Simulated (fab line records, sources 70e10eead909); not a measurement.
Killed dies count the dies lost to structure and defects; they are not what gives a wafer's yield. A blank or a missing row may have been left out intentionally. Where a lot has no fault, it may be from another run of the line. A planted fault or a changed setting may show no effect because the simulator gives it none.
Comparing a struck lot with a sound one || flow nand_harc || 19 steps out of a route of 1302
Sound: wafers L456.1, L456.3, L456.4. The struck wafers were L464.3, L464.4, L464.6. The cause is named last.
At each step with rows: each side's tool, then ch and its chambers, then its first start. Under that, the readings that differ: sound wafers || struck wafers || difference of the means || sigmas: that difference in standard deviations of wafers without a fault.
alike: readings with means less than 2 such deviations apart, plus words and numbers identical on both sides. not compared: withheld readings, readings lacking a value on some wafer, bounds such as >300 that could conceal the same value, and numbers that have no deviation in the record and whose values overlap.
The two part at a step that has a row with sigmas, a row that says differs or no value, or rows on one side only. Non-overlapping numbers with no deviation appear without sigmas and do not part them. A reading that every wafer of one side lacks parts them only if that side has two wafers or more.

NHARC_P_GATE_CD_MEAS_59: target cd 720 nm.
  sound on cd_sem-01 ch 0, day 7 11:29; struck on cd_sem-02 ch 0, day 10 22:05
  alike: cd_nm
then, 1 step without rows for these wafers: NHARC_P_GATE_HARDBAKE_60 (time 80 s).
NHARC_P_GATE_DESCUM_61: chemistry O2, time 3 s.
  sound on rie_diel-08 ch 0,1,2, day 7 11:38; struck on rie_diel-08 ch 1,2,3, day 10 22:14
  alike: chamber_pressure_mTorr, drypump_motor_current_A, oes_product_au, rf_vpp_V, showerhead_plenum_p_Torr, throttle_valve_pct
  not compared: rf_hours_counter_h
then, 1 step without rows for these wafers: NHARC_P_GATE_IMPLANT_62.
NHARC_P_GATE_STRIP_112: strips in N2/H2, time 200 s.
  sound on plasma_asher-01 ch 0,1, day 7 12:01; struck on plasma_asher-02 ch 0,1, day 10 22:41
  alike: drypump_motor_current_A, heater_power_w
  not compared: rf_hours_counter_h
NHARC_P_GATE_STRIP_76: strips in O2.
  sound on plasma_asher-01 ch 0,1, day 7 12:16; struck on plasma_asher-02 ch 0,1, day 10 22:53
  alike: drypump_motor_current_A, heater_power_w
  not compared: rf_hours_counter_h
then, 6 steps without rows for these wafers: NHARC_P_GATE_STRIP_63 (strips in SPM, time 900 s); NHARC_P_GATE_DEHYDRATE_83 (time 120 s); NHARC_P_GATE_HMDS_84 (time 30 s); NHARC_P_GATE_COAT_85; NHARC_P_GATE_SOFTBAKE_86 (time 95 s); NHARC_P_GATE_EBR_87.
NHARC_P_GATE_EXPOSE_88: exposes mask P HVN, target cd 2000 nm.
  sound on krf_scanner-01 ch 0, day 7 13:02; struck on krf_scanner-01 ch 0, day 10 23:38
{"reading": "exposure_dose_mJ_cm2", "sound": "11.860 11.863 11.867", "struck": "16.119 16.117 16.138", "difference": "+4.261", "sigmas": "+99 or more"}
  alike: mask
then, 2 steps without rows for these wafers: NHARC_P_GATE_PEB_89 (peb time 85 s); NHARC_P_GATE_DEVELOP_90 (time 70 s).
NHARC_P_GATE_CD_MEAS_91: target cd 2000 nm.
  sound on cd_sem-02 ch 0, day 7 13:11; struck on cd_sem-02 ch 0, day 10 23:47
{"reading": "cd_nm (nm)", "sound": "1999.8 2001.7 1999.5", "struck": "2052.2 2054.9 2055.2", "difference": "+53.8", "sigmas": "+30"}
then, 1 step without rows for these wafers: NHARC_P_GATE_HARDBAKE_92 (time 80 s).
NHARC_P_GATE_DESCUM_93: chemistry O2, time 3 s.
  sound on rie_diel-08 ch 0,1,3, day 7 13:21; struck on rie_diel-08 ch 1,2,3, day 10 23:57
{"reading": "model.P_GATE.cd_nm (nm)", "sound": "2000 2001 2000", "struck": "2053 2055 2055", "difference": "+54", "sigmas": ""}
  alike: chamber_pressure_mTorr, drypump_motor_current_A, oes_product_au, rf_vpp_V, showerhead_plenum_p_Torr, throttle_valve_pct
  not compared: rf_hours_counter_h
then, 1 step without rows for these wafers: NHARC_P_GATE_IMPLANT_94.

WHERE THEY PART
Last at NHARC_P_GATE_CD_MEAS_91 as far as this record goes, first at NHARC_P_GATE_EXPOSE_88. Later steps at which nothing parts them and some readings are alike: NHARC_P_GATE_DESCUM_93.

WHY: whatever the simulator had introduced
Process parameter drift: krf_scanner-01, from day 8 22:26 on, at NHARC_P_GATE_EXPOSE_88. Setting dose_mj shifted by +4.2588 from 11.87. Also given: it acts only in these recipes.
